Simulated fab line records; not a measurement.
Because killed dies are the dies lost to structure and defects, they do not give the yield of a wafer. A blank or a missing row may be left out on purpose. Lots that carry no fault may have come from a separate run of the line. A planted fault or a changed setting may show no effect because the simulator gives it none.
Comparing a struck lot with a sound one :: flow nand-harc :: 15 out of 1159 route steps
Sound: wafers L775.2, L775.5, L775.6. Wafers struck: L789.1, L789.3, L789.5. The cause comes at the end.
For every step that has rows: the tool of each side, followed by ch and its chambers, followed by its first start. Under that, the readings that differ: sound wafers :: struck wafers :: difference of the means :: sigmas: that difference in standard deviations of wafers without a fault.
alike: same words and numbers on both sides, and readings whose means sit less than 2 such deviations apart. not compared: any withheld reading, any reading some wafer has no value for, any bound like >300 that may hide the same value, and any number with overlapping values for which the record gives no deviation.
Wherever a step has rows on one side only, a row that says differs or no value, or a row with sigmas, the two part there. Numbers that have no deviation but don't overlap get no sigmas and don't part them. A reading that every wafer of one side lacks parts them only if that side has two wafers or more.

first, 2 steps without rows for these wafers: NHARC_P_GATE_PEB_09 (peb time 85 s); NHARC_P_GATE_DEVELOP_10 (time 70 s).
NHARC_P_GATE_CD_MEAS_11: target cd 1640 nm.
  sound on cd-sem-03 ch 0, day 4 08:26; struck on cd-sem-03 ch 0, day 7 10:01
  alike: cd-nm
then, 1 step without rows for these wafers: NHARC_P_GATE_HARDBAKE_12 (time 80 s).
NHARC_P_GATE_DESCUM_13: chemistry O2, time 3 s.
  sound on rie-diel-07 ch 0,3, day 4 08:35; struck on rie-diel-03 ch 2,3, day 7 10:10
  alike: drypump-motor-current-A, oes-product-au, rf-vpp-V, showerhead-plenum-p-Torr, throttle-valve-pct
  not compared: rf-hours-counter-h
then, 6 steps without rows for these wafers: NHARC_P_GATE_ETCH_14 (etches SiO2 in dHF, target depth 48.8 nm); NHARC_P_GATE_STRIP_15 (strips in SPM, time 780 s); NHARC_P_GATE_PRECLEAN_71 (cleans in SC1); NHARC_P_GATE_SRD_72; NHARC_P_GATE_OXIDE_16 (material SiO2, target thk 3 nm, ox time 392 s); NHARC_P_GATE_CVD_17 (deposits poly-Si, target thk 150 nm, time 900 s).
NHARC_P_GATE_HM_DEP_102: deposits aC, target thk 120 nm.
  sound on acl-dep-03 ch 0, day 4 23:37; struck on acl-dep-03 ch 0, day 7 22:19
  alike: throttle-valve-pct
NHARC_P_GATE_DEP_103: deposits SiON, target thk 30 nm.
  sound on pecvd-02 ch 1,2, day 5 00:15; struck on pecvd-02 ch 1,2, day 7 23:26
  alike: heater-power-w, rf-fwd-power-W
then, 1 step without rows for these wafers: NHARC_P_GATE_DEHYDRATE_18 (time 120 s).
-- break in the record here, with 15 days between the starts of the struck wafers on either side (left off in module P_GATE, picked up again in module END, where the first step shown is number 1159 on the route) --
NHARC_END_SORT_01:
  the record has rows for the struck wafers here (prober-02 ch 0, day 23 02:17) and none for the sound ones

== WHERE THEY PART ==
Only at NHARC_END_SORT_01, within this record.

WHY: whatever the simulator had introduced
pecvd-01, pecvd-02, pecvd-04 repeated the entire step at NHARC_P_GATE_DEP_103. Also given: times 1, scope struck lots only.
